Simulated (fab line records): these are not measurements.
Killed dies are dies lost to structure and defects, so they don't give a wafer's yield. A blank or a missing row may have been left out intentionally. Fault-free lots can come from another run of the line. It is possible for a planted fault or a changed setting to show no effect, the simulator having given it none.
Matching of chambers || flow nandHarc || NHARC_A_CHANNEL_FILL_D2_ETCHBACK_20 on rieDiel-02: 4 sister chambers
The step etches the open film in C4F8/O2/Ar, target depth 27 nm, time 13.5 s. 20 wafers are shown with their chamber, then 10 later ones without.

## WAFERS, EACH WITH ITS CHAMBER
{"wafer": "L077.1", "chamber": 3, "rfVppV (V)": 982, "oesProductAu (a.u.)": 0.990}
{"wafer": "L077.2", "chamber": 1, "rfVppV (V)": 971, "oesProductAu (a.u.)": 1.009}
{"wafer": "L077.5", "chamber": 2, "rfVppV (V)": 971, "oesProductAu (a.u.)": 1.015}
{"wafer": "L079.3", "chamber": 3, "rfVppV (V)": 982, "oesProductAu (a.u.)": 0.996}
{"wafer": "L079.4", "chamber": 2, "rfVppV (V)": 969, "oesProductAu (a.u.)": 1.009}
{"wafer": "L079.6", "chamber": 3, "rfVppV (V)": 981, "oesProductAu (a.u.)": 0.995}
{"wafer": "L080.2", "chamber": 0, "rfVppV (V)": 978, "oesProductAu (a.u.)": 0.989}
{"wafer": "L080.4", "chamber": 1, "rfVppV (V)": 971, "oesProductAu (a.u.)": 0.989}
{"wafer": "L080.5", "chamber": 2, "rfVppV (V)": 972, "oesProductAu (a.u.)": 0.999}
{"wafer": "L083.2", "chamber": 2, "rfVppV (V)": 971, "oesProductAu (a.u.)": 1.006}
{"wafer": "L083.3", "chamber": 3, "rfVppV (V)": 981, "oesProductAu (a.u.)": 1.008}
{"wafer": "L083.5", "chamber": 1, "rfVppV (V)": 972, "oesProductAu (a.u.)": 0.993}
{"wafer": "L087.1", "chamber": 0, "rfVppV (V)": 976, "oesProductAu (a.u.)": 0.951}
{"wafer": "L087.2", "chamber": 1, "rfVppV (V)": 972, "oesProductAu (a.u.)": 0.950}
{"wafer": "L087.6", "chamber": 0, "rfVppV (V)": 976, "oesProductAu (a.u.)": 0.954}
{"wafer": "L091.2", "chamber": 2, "rfVppV (V)": 970, "oesProductAu (a.u.)": 0.969}
{"wafer": "L091.3", "chamber": 3, "rfVppV (V)": 981, "oesProductAu (a.u.)": 0.981}
{"wafer": "L091.6", "chamber": 1, "rfVppV (V)": 973, "oesProductAu (a.u.)": 0.955}
{"wafer": "L088.3", "chamber": 2, "rfVppV (V)": 971, "oesProductAu (a.u.)": 1.000}
{"wafer": "L088.5", "chamber": 2, "rfVppV (V)": 972, "oesProductAu (a.u.)": 0.996}

SIGNATURES (means of the wafers above)
{"reading": "rfVppV", "chamber 0": 976.67, "chamber 1": 971.80, "chamber 2": 970.86, "chamber 3": 981.40, "scatter within a chamber": 0.919}
{"reading": "oesProductAu", "chamber 0": 0.96467, "chamber 1": 0.97920, "chamber 2": 0.99914, "chamber 3": 0.99400, "scatter within a chamber": 0.018}
Rule: for each reading, subtract the chamber's mean from the wafer's reading, divide by that reading's scatter and square the result; add these up over the readings and take the root, which gives the wafer's distance from the chamber. The wafer belongs to the nearest chamber; if the next one is less than 2 further off, it can't be placed. The scatter: the root of (the sum of the squares of (reading less its chamber's mean) over the shown wafers, divided by (wafers less chambers)).

## WAFERS WITHOUT THEIR CHAMBER
{"wafer": "L088.6", "rfVppV (V)": 982, "oesProductAu (a.u.)": 1.005}
{"wafer": "L093.3", "rfVppV (V)": 980, "oesProductAu (a.u.)": 0.984}
{"wafer": "L093.5", "rfVppV (V)": 972, "oesProductAu (a.u.)": 0.982}
{"wafer": "L093.6", "rfVppV (V)": 971, "oesProductAu (a.u.)": 0.991}
{"wafer": "L095.1", "rfVppV (V)": 971, "oesProductAu (a.u.)": 0.995}
{"wafer": "L095.4", "rfVppV (V)": 983, "oesProductAu (a.u.)": 1.011}
{"wafer": "L095.5", "rfVppV (V)": 976, "oesProductAu (a.u.)": 0.976}
{"wafer": "L097.1", "rfVppV (V)": 971, "oesProductAu (a.u.)": 0.986}
{"wafer": "L097.3", "rfVppV (V)": 973, "oesProductAu (a.u.)": 0.928}
{"wafer": "L097.4", "rfVppV (V)": 976, "oesProductAu (a.u.)": 0.957}

## EACH ONE'S CHAMBER
{"wafer": "L088.6", "from the rows above": 3, "in truth": 3}
{"wafer": "L093.3", "from the rows above": 3, "in truth": 3}
{"wafer": "L093.5", "from the rows above": "can't be placed: 1 or 2", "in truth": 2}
{"wafer": "L093.6", "from the rows above": "can't be placed: 2 or 1", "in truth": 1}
{"wafer": "L095.1", "from the rows above": "can't be placed: 2 or 1", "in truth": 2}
{"wafer": "L095.4", "from the rows above": 3, "in truth": 3}
{"wafer": "L095.5", "from the rows above": 0, "in truth": 0}
{"wafer": "L097.1", "from the rows above": "can't be placed: 2 or 1", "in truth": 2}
{"wafer": "L097.3", "from the rows above": "can't be placed: 1 or 0 or 2", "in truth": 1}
{"wafer": "L097.4", "from the rows above": 0, "in truth": 0}
Correct placement for 5 of the 10. Can't be placed from these rows: 5 (the true chamber is among the candidates in 5). 0 placed wrongly.
